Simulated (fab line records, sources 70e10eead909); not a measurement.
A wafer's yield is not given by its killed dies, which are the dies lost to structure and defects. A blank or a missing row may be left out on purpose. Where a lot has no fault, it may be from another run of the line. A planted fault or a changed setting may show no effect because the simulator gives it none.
8D (eight disciplines) problem report, filled in by code    flow nand_harc    the parts of the form that need people (team, actions taken, sign-off) are left out

1. WHAT WENT WRONG
killed_at_array at NHARC_END_SORT_01 reads a mean of 125 on 6 wafers of 2 lots; wafers without a fault read 50 with a standard deviation of 14. That puts it +5.4 standard deviations away from the usual mean.
Seen first at day 30 22:38 on prober-01, wafer L712.1. The record has a number at this step for 39 wafers belonging to 13 lots. The rule behind "out" and "out of limits": a value lying over 4 standard deviations away from the usual mean. Any other wafer with a number is counted as sound.

2. WHAT IT IS; WHAT IT IS NOT
question                     is                            is not
which readings at this step  killed_at_array, killed_dies  killed_at_periphery, killed_open, killed_short
which lots                   L712, L714                    L696, L697, L698, L699, L700, L701, L703, L705, L706, L707, L717
which wafers of those lots   all that have a number        -
read on which gauges         prober-01, prober-02          -
when                         from day 30 22:38             up to then (30 sound wafers); but 3 sound wafers of L717 came after

3. THE SUSPECTS, EACH WITH WHAT RULES IT OUT
Counting: a tool at any process step up to the reading remains a suspect when it ran all the lots that are out and ran no sound lot after the first of those.
- the gauge at NHARC_END_SORT_01 is ruled out. 2 gauges (prober-01, prober-02) read the wafers that are out.
- pecvd_onon-04 at NHARC_A_ONON_D2_DEP_22 (target thk 1000 nm): kept. It processed each lot that is out, first L712 at day 19 13:31, and no sound lot thereafter; up to then, the last sound lot it processed was L706 at day 16 19:46.
After counting, what remains is pecvd_onon-04 at NHARC_A_ONON_D2_DEP_22.

4. THE CAUSE (what the simulator had put in)
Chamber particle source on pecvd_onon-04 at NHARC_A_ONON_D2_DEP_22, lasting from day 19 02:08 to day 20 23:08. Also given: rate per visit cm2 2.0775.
The count eliminated every tool but this one.

5. THE CHAIN OF EFFECTS, in route order
Each row: a reading where the mean over the struck wafers with a number is more than 3 standard deviations away from the usual. Scope: only readings with a usual standard deviation given in the record; hours: median across lots of the time from each lot's start at the first step in this table that gives one to its start at this step; sigmas: change in usual standard deviations.
hours  step               reading          usual  on struck wafers  change  sigmas
0      NHARC_END_SORT_01  killed_at_array  50     125               +75     +5.4
0      NHARC_END_SORT_01  killed_dies      55     131               +76     +5.0

6. HOW IT WOULD HAVE BEEN CAUGHT EARLIER
The first out-of-limits reading at a measuring or inspecting step in this record came at day 30 22:38, 285 hours after the fault's start at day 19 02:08.
By day 30 22:38 the whole set of lots that are out, 2 in number, had already begun NHARC_A_ONON_D2_DEP_22 on pecvd_onon-04. None of them would have been spared by holding the tool at that moment.
